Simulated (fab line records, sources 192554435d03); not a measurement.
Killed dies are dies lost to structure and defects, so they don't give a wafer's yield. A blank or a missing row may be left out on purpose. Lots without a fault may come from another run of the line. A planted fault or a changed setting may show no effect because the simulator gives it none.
Split-lot experiment | flow n5_finfet | 7 lots, 21 wafers read, on a route of 1938 steps

THE SPLIT
At N5_BEOL_M0_SAQP_PECVD_96 (deposits a-Si from SiH4/He, target thk 45 nm, time 45.2 s), the setting time_s was moved away from the recipe's 45.2 s on 7 of the 21 wafers read, by -5.7% to +10.6%. The other wafers ran this setting at the recipe's value.

FROM THE SPLIT TO THE READING: what the file shows between them, 9 steps
- N5_BEOL_M0_SAQP_PECVD_97: deposits SiNx from SiH4/NH3/N2, target thk 23 nm, time 19.9 s
- N5_BEOL_M0_SAQP_PECVD_04: deposits a-Si from SiH4/He, target thk 60 nm, time 60.2 s
- N5_BEOL_M0_SAQP_ETCH_101: etches SiNx in CH3F/O2, target depth 29.9 nm, time 42.7 s
- N5_BEOL_M0_SAQP_ETCH_102: etches SiO2 in CF4, target depth 4 nm, time 4.4 s
- N5_BEOL_M0_SAQP_MANDREL_ETCH_103: etches a-Si in HBr/Cl2, stops on SiCN, target depth 45 nm, bt time 10 s, time 27 s
- N5_BEOL_M0_SAQP_ETCH_106: etches SOC in N2/H2, stops on SiNx, target depth 150 nm (also split here: target_depth_a)
- N5_BEOL_M0_SAQP_ETCH_107: etches SiNx in CH3F/O2, target depth 30 nm (also split here: bias_w)
- N5_BEOL_M0_SAQP_STRIP_108: strips in N2/H2
- N5_BEOL_M0_SAQP_RECESS_109: chemistry HF/NH3, target SiO2, target depth 3 nm, afs cycles 1, sublimation time 60 s

THE READING
a-Si_of_BEOL_M0_SAQP_PECVD_96.thk_nm (the simulator's own value, which no gauge read), in nm, at N5_BEOL_M0_SAQP_SPACER2_ALD_26 (deposits SiO2, target thk 15 nm, pulse time 1 s, purge time 2 s). The file gives no usual value for it. The 14 wafers here that ran the recipe average 44.5 nm, standard deviation 0.42 nm.

wafer  | tool, chamber at the split | time_s as run, s | against the recipe | a-Si_of_BEOL_M0_SAQP_PECVD_96.thk_nm, nm | against lot-mates on the recipe
L080.1 | pecvd-01, 2                | 45.2             | recipe             | 44.2                                     | -
L080.4 | pecvd-01, 2                | 50               | +10.6%             | 50                                       | +5.5
L080.5 | pecvd-01, 1                | 45.2             | recipe             | 44.8                                     | -
L083.3 | pecvd-01, 1                | 42.61            | -5.7%              | 41.4                                     | -3.6
L083.4 | pecvd-01, 1                | 42.61            | -5.7%              | 42.4                                     | -2.6
L083.6 | pecvd-01, 2                | 45.2             | recipe             | 45                                       | -
L087.2 | pecvd-02, 2                | 45.2             | recipe             | 43.6                                     | -
L087.3 | pecvd-02, 1,0              | 45.2             | recipe             | 44.6                                     | -
L087.5 | pecvd-02, 1,0              | 45.2             | recipe             | 44.6                                     | -
L091.2 | pecvd-01, 2                | 45.2             | recipe             | 44.2                                     | -
L091.5 | pecvd-01, 0,2              | 45.2             | recipe             | 44.4                                     | -
L091.6 | pecvd-01, 0,2              | 45.2             | recipe             | 44.6                                     | -
L095.3 | pecvd-04, 1                | 45.2             | recipe             | 43.8                                     | -
L095.4 | pecvd-04, 1                | 45.2             | recipe             | 44.6                                     | -
L095.5 | pecvd-04, 0                | 45.2             | recipe             | 44.8                                     | -
L096.1 | pecvd-02, 2                | 42.81            | -5.3%              | 41.8                                     | -2.6
L096.3 | pecvd-02, 1                | 45.2             | recipe             | 44.4                                     | -
L096.6 | pecvd-02, 1                | 42.81            | -5.3%              | 42.8                                     | -1.6
L097.4 | pecvd-04, 2                | 47.33            | +4.7%              | 46.6                                     | +1.4
L097.5 | pecvd-04, 0                | 47.33            | +4.7%              | 47.8                                     | +2.6
L097.6 | pecvd-04, 1                | 45.2             | recipe             | 45.2                                     | -
Where a row lists several chambers, the file gives one row for several wafers and doesn't say which wafer went through which chamber.

THE FIT
A straight line over all 21 wafers: a-Si_of_BEOL_M0_SAQP_PECVD_96.thk_nm changes by +0.492 nm for each +1% of time_s; r = +0.97; the points scatter about the line by 0.5 nm.
The same after taking each lot's own level away (the mean of its wafers on the recipe; 21 wafers): +0.484 nm for each +1%; r = +0.97; scatter 0.47 nm.
On that fit, the largest move of time_s shifts the reading by 5.1 nm.
The lots' own levels span 44.27 to 45.20 nm, that is 2.2 times the standard deviation above.
So the lot-to-lot level changes the slope little: the two slopes agree.
Check: with one of the wafers moved furthest among these (+10.6%) left out of the fit, the line predicts +4.84 nm for it against its lot-mates. It came out at +5.5 nm against them.

OTHER SPLITS ON THESE WAFERS
These wafers also went through other splits before the reading. Each is held against what the fit with the lots' levels taken away leaves over:
other split on the same wafers          | wafers away from the commonest value | r with a-Si_of_BEOL_M0_SAQP_PECVD_96.thk_nm (lot level and that fit taken away)
N5_BEOL_M0_SAQP_ETCH_106 target_depth_a | 8                                    | +0.22
N5_BEOL_M0_SAQP_ETCH_107 bias_w         | 6                                    | -0.07

THE WHOLE CHAIN: every reading that the file lists as answering this split, in the file's order
step                             | what it does                                                                       | reading                                                                               | change (the file's fit)               | r (the file's)
N5_BEOL_M0_SAQP_PECVD_96         | deposits a-Si from SiH4/He, target thk 45 nm, time 45.2 s                          | a-Si_of_BEOL_M0_SAQP_PECVD_96.thk_nm (the simulator's own value, which no gauge read) | +0.499 nm for each +1% of the setting | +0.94
N5_BEOL_M0_SAQP_MANDREL_ETCH_103 | etches a-Si in HBr/Cl2, stops on SiCN, target depth 45 nm, bt time 10 s, time 27 s | etch.depth_nm (the simulator's own value, which no gauge read)                        | +0.489 nm for each +1% of the setting | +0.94
N5_BEOL_M0_SAQP_SPACER2_ALD_26   | deposits SiO2, target thk 15 nm, pulse time 1 s, purge time 2 s                    | a-Si_of_BEOL_M0_SAQP_PECVD_96.thk_nm (the simulator's own value, which no gauge read) | +0.494 nm for each +1% of the setting | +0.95

THE FILE'S OWN FIT
a-Si_of_BEOL_M0_SAQP_PECVD_96.thk_nm changes by +0.494 nm for each +1% of time_s, r = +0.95.
